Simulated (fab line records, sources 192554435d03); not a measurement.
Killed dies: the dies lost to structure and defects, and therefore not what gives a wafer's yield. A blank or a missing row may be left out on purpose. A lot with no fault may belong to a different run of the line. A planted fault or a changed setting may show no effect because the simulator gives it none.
Split-lot experiment :: flow n5_finfet :: on a route of 1938 steps: 7 lots, 39 wafers read

## THE SPLIT
At N5_BEOL_M11_TRENCH_ETCH_37 (etches SiCOH lowk in C4F6/O2, target depth 148.83 nm, time 48 s), the setting target_depth_a was moved away from the recipe's 1488.3 angstrom on 12 of the 39 wafers read, by -34.3% to -21.4%. For the rest of the wafers, this setting stayed at what the recipe calls for.

## FROM THE SPLIT TO THE READING: what the file shows between them, 11 steps
- N5_BEOL_M11_ETCH_41: etches SiCN in CH3F/O2, target depth 42.6 nm, time 86 s
- N5_BEOL_M11_STRIP_77: strips in N2/H2, time 10 s
- N5_BEOL_M11_OCD_MEAS_38
- N5_BEOL_M11_HM_STRIP_39: strips TiN in peroxide tin strip, target depth 25 nm, time 158 s
- N5_BEOL_M11_SRD_40: time 30 s
- N5_BEOL_M11_ECD_50: material Cu, target thk 318 nm
- N5_BEOL_M11_ANNEAL_51: time 90 s
- N5_BEOL_M11_CMP_52: polishes, stops on SiCOH lowk, t overpolish 7 s, target thk 140 nm
- N5_BEOL_M11_THK_MEAS_53: measures by xrf
- N5_BEOL_M11_PRE_CLEAN_55: time 15 s
- N5_BEOL_M11_DEP_56: deposits SiCN from 3MS/NH3, target thk 30 nm, time 10.5 s

## THE READING
M11_RS (ohm/sq), read at N5_BEOL_M11_RS_MEAS_57 with a four-point probe. A value of 0.153 ohm/sq with a standard deviation of 0.0046 ohm/sq is what fault-free wafers of this fab line usually give.

wafer: L076.1
tool, chamber at the split: rie_diel-03, 1
target_depth_a as run, angstrom: 1170
against the recipe: -21.4%
M11_RS, ohm/sq: 0.204
against lot-mates on the recipe: +0.053

wafer: L076.2
tool, chamber at the split: rie_diel-03, 0
target_depth_a as run, angstrom: 1170
against the recipe: -21.4%
M11_RS, ohm/sq: 0.206
against lot-mates on the recipe: +0.055

wafer: L076.3
tool, chamber at the split: rie_diel-03, 3
target_depth_a as run, angstrom: 1488.3
against the recipe: recipe
M11_RS, ohm/sq: 0.149
against lot-mates on the recipe: -

wafer: L076.4
tool, chamber at the split: rie_diel-03, 2
target_depth_a as run, angstrom: 1488.3
against the recipe: recipe
M11_RS, ohm/sq: 0.153
against lot-mates on the recipe: -

wafer: L076.5
tool, chamber at the split: rie_diel-03, 0
target_depth_a as run, angstrom: 1488.3
against the recipe: recipe
M11_RS, ohm/sq: 0.151
against lot-mates on the recipe: -

wafer: L076.6
tool, chamber at the split: rie_diel-03, 1
target_depth_a as run, angstrom: 1170
against the recipe: -21.4%
M11_RS, ohm/sq: 0.202
against lot-mates on the recipe: +0.051

wafer: L077.1
tool, chamber at the split: rie_diel-04, 2
target_depth_a as run, angstrom: 1050
against the recipe: -29.4%
M11_RS, ohm/sq: 0.237
against lot-mates on the recipe: +0.086

wafer: L077.2
tool, chamber at the split: rie_diel-04, 1
target_depth_a as run, angstrom: 1488.3
against the recipe: recipe
M11_RS, ohm/sq: 0.150
against lot-mates on the recipe: -

wafer: L077.3
tool, chamber at the split: rie_diel-04, 3
target_depth_a as run, angstrom: 1050
against the recipe: -29.4%
M11_RS, ohm/sq: 0.238
against lot-mates on the recipe: +0.087

wafer: L077.4
tool, chamber at the split: rie_diel-04, 2
target_depth_a as run, angstrom: 1488.3
against the recipe: recipe
M11_RS, ohm/sq: 0.155
against lot-mates on the recipe: -

wafer: L077.5
tool, chamber at the split: rie_diel-04, 1
target_depth_a as run, angstrom: 1488.3
against the recipe: recipe
M11_RS, ohm/sq: 0.149
against lot-mates on the recipe: -

wafer: L077.6
tool, chamber at the split: rie_diel-04, 3
target_depth_a as run, angstrom: 1050
against the recipe: -29.4%
M11_RS, ohm/sq: 0.239
against lot-mates on the recipe: +0.088

wafer: L082.1
tool, chamber at the split: rie_diel-01, 0
target_depth_a as run, angstrom: 1488.3
against the recipe: recipe
M11_RS, ohm/sq: 0.146
against lot-mates on the recipe: -

wafer: L082.2
tool, chamber at the split: rie_diel-01, 3
target_depth_a as run, angstrom: 1488.3
against the recipe: recipe
M11_RS, ohm/sq: 0.158
against lot-mates on the recipe: -

wafer: L082.3
tool, chamber at the split: rie_diel-01, 2
target_depth_a as run, angstrom: 1488.3
against the recipe: recipe
M11_RS, ohm/sq: 0.158
against lot-mates on the recipe: -

wafer: L082.4
tool, chamber at the split: rie_diel-01, 1
target_depth_a as run, angstrom: 1488.3
against the recipe: recipe
M11_RS, ohm/sq: 0.148
against lot-mates on the recipe: -

wafer: L082.5
tool, chamber at the split: rie_diel-01, 3
target_depth_a as run, angstrom: 1488.3
against the recipe: recipe
M11_RS, ohm/sq: 0.158
against lot-mates on the recipe: -

wafer: L082.6
tool, chamber at the split: rie_diel-01, 0
target_depth_a as run, angstrom: 1488.3
against the recipe: recipe
M11_RS, ohm/sq: 0.145
against lot-mates on the recipe: -

wafer: L091.1
tool, chamber at the split: rie_diel-03, 2
target_depth_a as run, angstrom: 1488.3
against the recipe: recipe
M11_RS, ohm/sq: 0.162
against lot-mates on the recipe: -

wafer: L091.2
tool, chamber at the split: rie_diel-03, 0
target_depth_a as run, angstrom: 977.8
against the recipe: -34.3%
M11_RS, ohm/sq: 0.259
against lot-mates on the recipe: +0.099

wafer: L091.3
tool, chamber at the split: rie_diel-03, 1
target_depth_a as run, angstrom: 1488.3
against the recipe: recipe
M11_RS, ohm/sq: 0.158
against lot-mates on the recipe: -

wafer: L091.4
tool, chamber at the split: rie_diel-03, 1
target_depth_a as run, angstrom: 977.8
against the recipe: -34.3%
M11_RS, ohm/sq: 0.267
against lot-mates on the recipe: +0.107

wafer: L091.5
tool, chamber at the split: rie_diel-03, 2
target_depth_a as run, angstrom: 1488.3
against the recipe: recipe
M11_RS, ohm/sq: 0.161
against lot-mates on the recipe: -

wafer: L091.6
tool, chamber at the split: rie_diel-03, 0
target_depth_a as run, angstrom: 977.8
against the recipe: -34.3%
M11_RS, ohm/sq: 0.261
against lot-mates on the recipe: +0.101

wafer: L092.1
tool, chamber at the split: rie_diel-03, 1
target_depth_a as run, angstrom: 1488.3
against the recipe: recipe
M11_RS, ohm/sq: 0.156
against lot-mates on the recipe: -

wafer: L092.2
tool, chamber at the split: rie_diel-03, 2
target_depth_a as run, angstrom: 1031
against the recipe: -30.7%
M11_RS, ohm/sq: 0.250
against lot-mates on the recipe: +0.094

wafer: L092.3
tool, chamber at the split: rie_diel-03, 0
target_depth_a as run, angstrom: 1031
against the recipe: -30.7%
M11_RS, ohm/sq: 0.242
against lot-mates on the recipe: +0.086

wafer: L092.4
tool, chamber at the split: rie_diel-03, 1
target_depth_a as run, angstrom: 1488.3
against the recipe: recipe
M11_RS, ohm/sq: 0.154
against lot-mates on the recipe: -

wafer: L092.5
tool, chamber at the split: rie_diel-03, 2
target_depth_a as run, angstrom: 1488.3
against the recipe: recipe
M11_RS, ohm/sq: 0.159
against lot-mates on the recipe: -

wafer: L092.6
tool, chamber at the split: rie_diel-03, 0
target_depth_a as run, angstrom: 1031
against the recipe: -30.7%
M11_RS, ohm/sq: 0.242
against lot-mates on the recipe: +0.086

wafer: L093.2
tool, chamber at the split: rie_diel-01, 3
target_depth_a as run, angstrom: 1488.3
against the recipe: recipe
M11_RS, ohm/sq: 0.163
against lot-mates on the recipe: -

wafer: L093.3
tool, chamber at the split: rie_diel-01, 2
target_depth_a as run, angstrom: 1488.3
against the recipe: recipe
M11_RS, ohm/sq: 0.162
against lot-mates on the recipe: -

wafer: L093.6
tool, chamber at the split: rie_diel-01, 0
target_depth_a as run, angstrom: 1488.3
against the recipe: recipe
M11_RS, ohm/sq: 0.148
against lot-mates on the recipe: -

wafer: L095.1
tool, chamber at the split: rie_diel-03, 1
target_depth_a as run, angstrom: 1488.3
against the recipe: recipe
M11_RS, ohm/sq: 0.156
against lot-mates on the recipe: -

wafer: L095.2
tool, chamber at the split: rie_diel-03, 2
target_depth_a as run, angstrom: 1488.3
against the recipe: recipe
M11_RS, ohm/sq: 0.158
against lot-mates on the recipe: -

wafer: L095.3
tool, chamber at the split: rie_diel-03, 0
target_depth_a as run, angstrom: 1488.3
against the recipe: recipe
M11_RS, ohm/sq: 0.153
against lot-mates on the recipe: -

wafer: L095.4
tool, chamber at the split: rie_diel-03, 1
target_depth_a as run, angstrom: 1488.3
against the recipe: recipe
M11_RS, ohm/sq: 0.155
against lot-mates on the recipe: -

wafer: L095.5
tool, chamber at the split: rie_diel-03, 0
target_depth_a as run, angstrom: 1488.3
against the recipe: recipe
M11_RS, ohm/sq: 0.153
against lot-mates on the recipe: -

wafer: L095.6
tool, chamber at the split: rie_diel-03, 2
target_depth_a as run, angstrom: 1488.3
against the recipe: recipe
M11_RS, ohm/sq: 0.158
against lot-mates on the recipe: -

FIT RESULTS
A straight line over all 39 wafers: M11_RS changes by -0.00291 ohm/sq for each +1% of target_depth_a; r = -0.99; the points scatter about the line by 0.0063 ohm/sq.
The same after taking each lot's own level away (the mean of its wafers on the recipe; 39 wafers): -0.00288 ohm/sq for each +1%; r = -0.99; scatter 0.0046 ohm/sq.
The reading moves by 0.099 ohm/sq for the largest change in target_depth_a, on that fit.
Measured against the standard deviation above, the lots' own levels, which go from 0.1510 to 0.1603 ohm/sq, span 2.0 times it.
The two slopes agree, so the slope changes little with the lot-to-lot level.
Check: +0.0986 ohm/sq against its lot-mates is what the line predicts for one of the wafers moved furthest among these (-34.3%) when that wafer is left out of the fit. It came out at +0.0987 ohm/sq against them.

## THE WHOLE CHAIN: every reading that the file lists as answering this split, in the file's order
step: N5_BEOL_M11_TRENCH_ETCH_37
what it does: etches SiCOH lowk in C4F6/O2, target depth 148.83 nm, time 48 s
reading: BEOL_M11.feature_depth_nm (the simulator's own value, which no gauge read)
change (the file's fit): +1.46 nm for each +1% of the setting
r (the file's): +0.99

step: N5_BEOL_M11_TRENCH_ETCH_37
what it does: etches SiCOH lowk in C4F6/O2, target depth 148.83 nm, time 48 s
reading: etch.depth_nm (the simulator's own value, which no gauge read)
change (the file's fit): +1.46 nm for each +1% of the setting
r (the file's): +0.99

step: N5_BEOL_M11_TRENCH_ETCH_37
what it does: etches SiCOH lowk in C4F6/O2, target depth 148.83 nm, time 48 s
reading: TiN_of_BEOL_M11_HM_DEP_02.thk_nm (the simulator's own value, which no gauge read)
change (the file's fit): -0.0435 nm for each +1% of the setting
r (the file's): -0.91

step: N5_BEOL_M11_OCD_MEAS_38
what it does: 
reading: trench_depth_nm
change (the file's fit): +1.46 nm for each +1% of the setting
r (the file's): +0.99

step: N5_BEOL_M11_CMP_52
what it does: polishes, stops on SiCOH lowk, t overpolish 7 s, target thk 140 nm
reading: Cu_of_BEOL_M11_ECD_50.thk_nm (the simulator's own value, which no gauge read)
change (the file's fit): +1.46 nm for each +1% of the setting
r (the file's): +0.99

step: N5_BEOL_M11_THK_MEAS_53
what it does: measures by xrf
reading: M11_THK
change (the file's fit): +1.4 for each +1% of the setting
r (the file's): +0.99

step: N5_BEOL_M11_RS_MEAS_57
what it does: measures by four-point-probe
reading: M11_RS
change (the file's fit): -0.00287 for each +1% of the setting
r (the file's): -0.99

## FILE'S OWN FIT
M11_RS changes by -0.00287 ohm/sq for each +1% of target_depth_a, r = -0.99.
